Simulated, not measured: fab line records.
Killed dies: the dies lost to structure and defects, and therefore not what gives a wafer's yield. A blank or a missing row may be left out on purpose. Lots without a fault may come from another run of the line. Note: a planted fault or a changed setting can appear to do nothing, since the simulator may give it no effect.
Which tool did it? || flow n5_finfet || 11 lots with 33 wafers sampled at 6 steps, on a route of 1938 steps

## WHAT THE GAUGES SHOWED, per wafer
N5_STI_FIN_REVEAL_FIN_H_MEAS_10. Usual: trench_depth_nm at 52.2 nm, with a standard deviation of 0.88.
{"lot": "L447", "measured": "day 3 02:11", "on": "ocd-02", "trench_depth_nm (nm)": "53.2 52.7 52.2", "flag": ""}
{"lot": "L448", "measured": "day 3 08:34", "on": "ocd-01", "trench_depth_nm (nm)": "51.6 53.1 53.7", "flag": ""}
{"lot": "L449", "measured": "day 3 14:55", "on": "ocd-02", "trench_depth_nm (nm)": "52.3 51.9 50.2", "flag": ""}
{"lot": "L450", "measured": "day 3 19:49", "on": "ocd-02", "trench_depth_nm (nm)": "50.9 50.0 50.4", "flag": ""}
{"lot": "L452", "measured": "day 4 06:03", "on": "ocd-02", "trench_depth_nm (nm)": "53.6 52.3 51.1", "flag": ""}
{"lot": "L460", "measured": "day 6 05:54", "on": "ocd-01", "trench_depth_nm (nm)": "52.9 52.4 51.4", "flag": ""}
{"lot": "L462", "measured": "day 6 18:05", "on": "ocd-02", "trench_depth_nm (nm)": "52.8 50.9 50.5", "flag": ""}
{"lot": "L464", "measured": "day 7 08:28", "on": "ocd-01", "trench_depth_nm (nm)": "51.9 53.4 53.1", "flag": ""}
{"lot": "L466", "measured": "day 7 18:10", "on": "ocd-02", "trench_depth_nm (nm)": "52.8 52.9 53.0", "flag": ""}
{"lot": "L467", "measured": "day 8 02:53", "on": "ocd-02", "trench_depth_nm (nm)": "52.9 52.8 52.6", "flag": ""}
{"lot": "L468", "measured": "day 8 08:05", "on": "ocd-02", "trench_depth_nm (nm)": "51.6 52.6 53.3", "flag": ""}

N5_DUMMY_GATE_THK_MEAS_05. Usual: thk_nm at 72.1 nm, with a standard deviation of 1.2.
{"lot": "L447", "measured": "day 3 06:28", "on": "film_metro-02", "thk_nm (nm)": "73.8 72.0 71.7", "flag": ""}
{"lot": "L448", "measured": "day 3 13:03", "on": "film_metro-02", "thk_nm (nm)": "73.0 72.2 73.3", "flag": ""}
{"lot": "L449", "measured": "day 3 19:11", "on": "film_metro-01", "thk_nm (nm)": "71.7 71.6 70.3", "flag": ""}
{"lot": "L450", "measured": "day 4 00:06", "on": "film_metro-02", "thk_nm (nm)": "70.4 72.8 72.7", "flag": ""}
{"lot": "L452", "measured": "day 4 10:19", "on": "film_metro-01", "thk_nm (nm)": "66.8 66.7 66.4", "flag": "OFF"}
{"lot": "L460", "measured": "day 6 10:11", "on": "film_metro-02", "thk_nm (nm)": "73.7 72.8 72.2", "flag": ""}
{"lot": "L462", "measured": "day 6 22:25", "on": "film_metro-01", "thk_nm (nm)": "71.2 72.2 74.0", "flag": ""}
{"lot": "L464", "measured": "day 7 12:46", "on": "film_metro-02", "thk_nm (nm)": "70.6 73.9 72.9", "flag": ""}
{"lot": "L466", "measured": "day 7 22:49", "on": "film_metro-01", "thk_nm (nm)": "71.2 70.3 71.6", "flag": ""}
{"lot": "L467", "measured": "day 8 08:59", "on": "film_metro-01", "thk_nm (nm)": "71.6 73.9 71.7", "flag": ""}
{"lot": "L468", "measured": "day 8 12:22", "on": "film_metro-02", "thk_nm (nm)": "74.2 73.8 72.9", "flag": ""}

N5_BEOL_M4_RC_MEAS_101. Usual: DIBL_N 36.1 mV/V, standard deviation 1.6; DIBL_P 35.8 mV/V, standard deviation 2; IOFF_N 0.157 nA/um, standard deviation 0.029; IOFF_P 0.21 nA/um, standard deviation 0.034; ION_N 677 uA/um, standard deviation 13; ION_P 465 uA/um, standard deviation 8.1; SS_N 71.3 mV/dec, standard deviation 0.61; SS_P 73.2 mV/dec, standard deviation 0.65; VT_N 249 mV, standard deviation 3.3; VT_P -250 mV, standard deviation 3.2.
{"lot": "L447", "measured": "day 9 19:17", "on": "prober-02", "DIBL_N (mV/V)": "40.0 35.2 35.3", "DIBL_P (mV/V)": "39.3 33.5 33.8", "IOFF_N (nA/um)": "0.244 0.147 0.142", "IOFF_P (nA/um)": "0.29 0.18 0.19", "ION_N (uA/um)": "701 679 672", "ION_P (uA/um)": "475 459 459", "SS_N (mV/dec)": "72.2 70.7 71.1", "SS_P (mV/dec)": "74.9 73.0 73.3", "VT_N (mV)": "244 249 251", "VT_P (mV)": "-246 -251 -251", "flag": ""}
{"lot": "L448", "measured": "day 10 01:29", "on": "prober-01", "DIBL_N (mV/V)": "33.4 35.9 33.6", "DIBL_P (mV/V)": "31.8 34.4 31.7", "IOFF_N (nA/um)": "0.111 0.152 0.112", "IOFF_P (nA/um)": "0.16 0.20 0.16", "ION_N (uA/um)": "658 693 679", "ION_P (uA/um)": "455 473 467", "SS_N (mV/dec)": "70.3 70.8 70.9", "SS_P (mV/dec)": "72.7 72.9 72.5", "VT_N (mV)": "254 248 253", "VT_P (mV)": "-255 -249 -254", "flag": ""}
{"lot": "L449", "measured": "day 10 13:10", "on": "prober-01", "DIBL_N (mV/V)": "36.8 36.6 37.4", "DIBL_P (mV/V)": "34.7 35.0 35.3", "IOFF_N (nA/um)": "0.162 0.168 0.169", "IOFF_P (nA/um)": "0.22 0.23 0.23", "ION_N (uA/um)": "686 684 670", "ION_P (uA/um)": "473 465 464", "SS_N (mV/dec)": "71.3 71.1 71.2", "SS_P (mV/dec)": "73.4 73.3 72.9", "VT_N (mV)": "246 245 247", "VT_P (mV)": "-247 -246 -248", "flag": ""}
{"lot": "L450", "measured": "day 10 16:06", "on": "prober-02", "DIBL_N (mV/V)": "36.2 38.4 38.0", "DIBL_P (mV/V)": "36.1 37.5 37.2", "IOFF_N (nA/um)": "0.169 0.224 0.212", "IOFF_P (nA/um)": "0.23 0.26 0.26", "ION_N (uA/um)": "684 684 685", "ION_P (uA/um)": "462 466 470", "SS_N (mV/dec)": "71.8 72.4 72.3", "SS_P (mV/dec)": "73.3 74.9 74.6", "VT_N (mV)": "250 246 244", "VT_P (mV)": "-249 -246 -248", "flag": ""}
{"lot": "L460", "measured": "day 12 12:54", "on": "prober-01", "DIBL_N (mV/V)": "38.0 34.2 36.3", "DIBL_P (mV/V)": "38.6 34.1 35.9", "IOFF_N (nA/um)": "0.177 0.116 0.141", "IOFF_P (nA/um)": "0.21 0.15 0.18", "ION_N (uA/um)": "685 669 666", "ION_P (uA/um)": "464 459 455", "SS_N (mV/dec)": "71.6 70.7 71.8", "SS_P (mV/dec)": "73.8 71.3 72.8", "VT_N (mV)": "247 253 254", "VT_P (mV)": "-251 -256 -251", "flag": ""}
{"lot": "L462", "measured": "day 13 19:41", "on": "prober-01", "DIBL_N (mV/V)": "36.0 36.1 35.5", "DIBL_P (mV/V)": "36.3 35.9 35.3", "IOFF_N (nA/um)": "0.141 0.144 0.136", "IOFF_P (nA/um)": "0.21 0.22 0.21", "ION_N (uA/um)": "678 670 664", "ION_P (uA/um)": "466 460 463", "SS_N (mV/dec)": "71.5 71.0 71.3", "SS_P (mV/dec)": "74.2 73.0 73.2", "VT_N (mV)": "252 250 253", "VT_P (mV)": "-247 -248 -248", "flag": ""}
{"lot": "L464", "measured": "day 14 03:41", "on": "prober-01", "DIBL_N (mV/V)": "36.5 35.2 34.0", "DIBL_P (mV/V)": "35.9 34.7 34.3", "IOFF_N (nA/um)": "0.157 0.133 0.127", "IOFF_P (nA/um)": "0.23 0.21 0.20", "ION_N (uA/um)": "671 681 683", "ION_P (uA/um)": "466 476 477", "SS_N (mV/dec)": "71.4 70.9 71.1", "SS_P (mV/dec)": "72.8 72.9 72.5", "VT_N (mV)": "248 253 251", "VT_P (mV)": "-249 -249 -251", "flag": ""}
{"lot": "L466", "measured": "day 14 09:38", "on": "prober-02", "DIBL_N (mV/V)": "36.3 34.6 37.7", "DIBL_P (mV/V)": "36.8 35.0 38.3", "IOFF_N (nA/um)": "0.149 0.125 0.171", "IOFF_P (nA/um)": "0.21 0.17 0.22", "ION_N (uA/um)": "681 665 680", "ION_P (uA/um)": "467 463 469", "SS_N (mV/dec)": "71.3 71.1 71.8", "SS_P (mV/dec)": "72.9 73.0 73.6", "VT_N (mV)": "248 251 250", "VT_P (mV)": "-253 -256 -250", "flag": ""}
{"lot": "L467", "measured": "day 14 13:03", "on": "prober-02", "DIBL_N (mV/V)": "37.0 38.2 36.7", "DIBL_P (mV/V)": "38.1 39.0 37.3", "IOFF_N (nA/um)": "0.190 0.210 0.182", "IOFF_P (nA/um)": "0.24 0.25 0.23", "ION_N (uA/um)": "696 696 685", "ION_P (uA/um)": "478 474 468", "SS_N (mV/dec)": "70.9 71.6 71.7", "SS_P (mV/dec)": "74.2 73.7 73.2", "VT_N (mV)": "244 242 248", "VT_P (mV)": "-249 -248 -246", "flag": ""}
{"lot": "L468", "measured": "day 15 06:53", "on": "prober-02", "DIBL_N (mV/V)": "37.4 37.5 36.9", "DIBL_P (mV/V)": "38.5 37.4 37.8", "IOFF_N (nA/um)": "0.181 0.181 0.172", "IOFF_P (nA/um)": "0.25 0.24 0.24", "ION_N (uA/um)": "683 694 696", "ION_P (uA/um)": "464 476 480", "SS_N (mV/dec)": "72.0 72.1 71.8", "SS_P (mV/dec)": "73.1 73.9 73.8", "VT_N (mV)": "248 246 249", "VT_P (mV)": "-249 -248 -249", "flag": ""}

## EACH LOT AND THE TOOL THAT RAN IT (in order: tool; ch and the chambers of the sampled wafers; start)
{"lot": "L447", "N5_STI_FIN_REVEAL_ALD_14": "ald_sin-04 ch 0,1,2, day 2 17:02", "N5_STI_FIN_REVEAL_OXIDATION_31": "plasma_asher-01 ch 0,1, day 3 01:38", "N5_DUMMY_GATE_CVD_03": "lpcvd-02 ch 1/70,1/75,1/84, day 3 02:28"}
{"lot": "L448", "N5_STI_FIN_REVEAL_ALD_14": "ald_sin-01 ch 0,1,3, day 3 00:03", "N5_STI_FIN_REVEAL_OXIDATION_31": "plasma_asher-02 ch 0,1, day 3 08:01", "N5_DUMMY_GATE_CVD_03": "lpcvd-02 ch 1/20,1/29,1/39, day 3 09:04"}
{"lot": "L449", "N5_STI_FIN_REVEAL_ALD_14": "ald_sin-01 ch 0,3, day 3 06:19", "N5_STI_FIN_REVEAL_OXIDATION_31": "plasma_asher-02 ch 0,1, day 3 14:21", "N5_DUMMY_GATE_CVD_03": "lpcvd-02 ch 0/104,0/114,0/90, day 3 15:13"}
{"lot": "L450", "N5_STI_FIN_REVEAL_ALD_14": "ald_sin-04 ch 0,2,3, day 3 11:11", "N5_STI_FIN_REVEAL_OXIDATION_31": "plasma_asher-02 ch 0,1, day 3 19:16", "N5_DUMMY_GATE_CVD_03": "lpcvd-02 ch 1/65,1/70,1/79, day 3 20:07"}
{"lot": "L452", "N5_STI_FIN_REVEAL_ALD_14": "ald_sin-02 ch 0,2,3, day 3 21:28", "N5_STI_FIN_REVEAL_OXIDATION_31": "plasma_asher-01 ch 0, day 4 05:29", "N5_DUMMY_GATE_CVD_03": "lpcvd-02 ch 1/104,1/114,1/95, day 4 06:20"}
{"lot": "L460", "N5_STI_FIN_REVEAL_ALD_14": "ald_sin-01 ch 0,2,3, day 5 21:22", "N5_STI_FIN_REVEAL_OXIDATION_31": "plasma_asher-02 ch 0,1, day 6 05:21", "N5_DUMMY_GATE_CVD_03": "lpcvd-01 ch 1/65,1/70,1/79, day 6 06:13"}
{"lot": "L462", "N5_STI_FIN_REVEAL_ALD_14": "ald_sin-02 ch 0,2,3, day 6 09:31", "N5_STI_FIN_REVEAL_OXIDATION_31": "plasma_asher-02 ch 0,1, day 6 17:32", "N5_DUMMY_GATE_CVD_03": "lpcvd-01 ch 1/15,1/20,1/29, day 6 18:23"}
{"lot": "L464", "N5_STI_FIN_REVEAL_ALD_14": "ald_sin-02 ch 2,3, day 6 23:26", "N5_STI_FIN_REVEAL_OXIDATION_31": "plasma_asher-01 ch 0,1, day 7 07:53", "N5_DUMMY_GATE_CVD_03": "lpcvd-01 ch 0/104,0/114,0/95, day 7 08:47"}
{"lot": "L466", "N5_STI_FIN_REVEAL_ALD_14": "ald_sin-04 ch 0,1,3, day 7 09:34", "N5_STI_FIN_REVEAL_OXIDATION_31": "plasma_asher-01 ch 0,1, day 7 17:37", "N5_DUMMY_GATE_CVD_03": "lpcvd-01 ch 0/15,0/25,0/29, day 7 18:50"}
{"lot": "L467", "N5_STI_FIN_REVEAL_ALD_14": "ald_sin-04 ch 1,2,3, day 7 16:41", "N5_STI_FIN_REVEAL_OXIDATION_31": "plasma_asher-01 ch 0,1, day 8 02:21", "N5_DUMMY_GATE_CVD_03": "lpcvd-01 ch 0/65,0/75,0/79, day 8 03:11"}
{"lot": "L468", "N5_STI_FIN_REVEAL_ALD_14": "ald_sin-02 ch 1,2,3, day 7 23:23", "N5_STI_FIN_REVEAL_OXIDATION_31": "plasma_asher-01 ch 0,1, day 8 07:33", "N5_DUMMY_GATE_CVD_03": "lpcvd-02 ch 0/65,0/75,0/89, day 8 08:23"}
- N5_STI_FIN_REVEAL_ALD_14: deposits Si3N4, target thk 3 nm.
- N5_STI_FIN_REVEAL_OXIDATION_31: chemistry O2 PLASMA REMOTE, time 20 s.
- N5_DUMMY_GATE_CVD_03: deposits a-Si from SiH4, target thk 150 nm, time 8042 s.

## WHAT THE TOOLS THEMSELVES READ (means of the sampled wafers that have a number; where no wafer has one, the mark that the record gives instead)
N5_STI_FIN_REVEAL_ALD_14. Usual: heater_power_w at 814 W, with a standard deviation of 44.
{"lot": "L447", "tool": "ald_sin-04", "heater_power_w (W)": 822, "flag": ""}
{"lot": "L448", "tool": "ald_sin-01", "heater_power_w (W)": 801, "flag": ""}
{"lot": "L449", "tool": "ald_sin-01", "heater_power_w (W)": 789, "flag": ""}
{"lot": "L450", "tool": "ald_sin-04", "heater_power_w (W)": 810, "flag": ""}
{"lot": "L452", "tool": "ald_sin-02", "heater_power_w (W)": 903, "flag": ""}
{"lot": "L460", "tool": "ald_sin-01", "heater_power_w (W)": 831, "flag": ""}
{"lot": "L462", "tool": "ald_sin-02", "heater_power_w (W)": 877, "flag": ""}
{"lot": "L464", "tool": "ald_sin-02", "heater_power_w (W)": 850, "flag": ""}
{"lot": "L466", "tool": "ald_sin-04", "heater_power_w (W)": 792, "flag": ""}
{"lot": "L467", "tool": "ald_sin-04", "heater_power_w (W)": 780, "flag": ""}
{"lot": "L468", "tool": "ald_sin-02", "heater_power_w (W)": 822, "flag": ""}

N5_STI_FIN_REVEAL_OXIDATION_31. Usual: drypump_motor_current_A 6.08 A, standard deviation 0.13; heater_power_w 138 W, standard deviation 14.
{"lot": "L447", "tool": "plasma_asher-01", "drypump_motor_current_A (A)": 6.15, "heater_power_w (W)": 135, "flag": ""}
{"lot": "L448", "tool": "plasma_asher-02", "drypump_motor_current_A (A)": 6.06, "heater_power_w (W)": 130, "flag": ""}
{"lot": "L449", "tool": "plasma_asher-02", "drypump_motor_current_A (A)": 6.10, "heater_power_w (W)": 139, "flag": ""}
{"lot": "L450", "tool": "plasma_asher-02", "drypump_motor_current_A (A)": 6.03, "heater_power_w (W)": 130, "flag": ""}
{"lot": "L452", "tool": "plasma_asher-01", "drypump_motor_current_A (A)": 6.26, "heater_power_w (W)": 122, "flag": ""}
{"lot": "L460", "tool": "plasma_asher-02", "drypump_motor_current_A (A)": 6.05, "heater_power_w (W)": 130, "flag": ""}
{"lot": "L462", "tool": "plasma_asher-02", "drypump_motor_current_A (A)": 6.07, "heater_power_w (W)": 132, "flag": ""}
{"lot": "L464", "tool": "plasma_asher-01", "drypump_motor_current_A (A)": 6.14, "heater_power_w (W)": 133, "flag": ""}
{"lot": "L466", "tool": "plasma_asher-01", "drypump_motor_current_A (A)": 6.13, "heater_power_w (W)": 133, "flag": ""}
{"lot": "L467", "tool": "plasma_asher-01", "drypump_motor_current_A (A)": 6.14, "heater_power_w (W)": 135, "flag": ""}
{"lot": "L468", "tool": "plasma_asher-01", "drypump_motor_current_A (A)": 6.15, "heater_power_w (W)": 133, "flag": ""}

N5_DUMMY_GATE_CVD_03. Usual: spike_tc_lower_C at 529.2 C, with a standard deviation of 1.
{"lot": "L447", "tool": "lpcvd-02", "spike_tc_lower_C (C)": 528.7, "flag": ""}
{"lot": "L448", "tool": "lpcvd-02", "spike_tc_lower_C (C)": 529.8, "flag": ""}
{"lot": "L449", "tool": "lpcvd-02", "spike_tc_lower_C (C)": 529.9, "flag": ""}
{"lot": "L450", "tool": "lpcvd-02", "spike_tc_lower_C (C)": 529.2, "flag": ""}
{"lot": "L452", "tool": "lpcvd-02", "spike_tc_lower_C (C)": 529.7, "flag": ""}
{"lot": "L460", "tool": "lpcvd-01", "spike_tc_lower_C (C)": 530.6, "flag": ""}
{"lot": "L462", "tool": "lpcvd-01", "spike_tc_lower_C (C)": 530.7, "flag": ""}
{"lot": "L464", "tool": "lpcvd-01", "spike_tc_lower_C (C)": 528.4, "flag": ""}
{"lot": "L466", "tool": "lpcvd-01", "spike_tc_lower_C (C)": 528.6, "flag": ""}
{"lot": "L467", "tool": "lpcvd-01", "spike_tc_lower_C (C)": 527.9, "flag": ""}
{"lot": "L468", "tool": "lpcvd-02", "spike_tc_lower_C (C)": 530.2, "flag": ""}

## THE ANSWER, worked out from the rows above alone
Rule: a lot is off if the mean of its wafers that have a number lies more than 3 standard deviations from the usual mean. A lot without any number at a reading at which 4 lots or more have one is off too. The other lots that the step has rows for count as sound. First the gauges in route order, then the tools' own readings, where a lot's mean is used as printed above. At the first step where some lot is off, the reading lying furthest off is the one used; lots without a number count as furthest.
Off: L452, at N5_DUMMY_GATE_THK_MEAS_05 (thk_nm).
A tool fits if, at a process step before that reading, it ran every lot that is off, and no sound lot after the first of them. Those tools and the gauges at N5_DUMMY_GATE_THK_MEAS_05 are tried in the same way. Not one of the candidates tried fits.

## WHAT HAD BEEN PUT IN BY THE SIMULATOR
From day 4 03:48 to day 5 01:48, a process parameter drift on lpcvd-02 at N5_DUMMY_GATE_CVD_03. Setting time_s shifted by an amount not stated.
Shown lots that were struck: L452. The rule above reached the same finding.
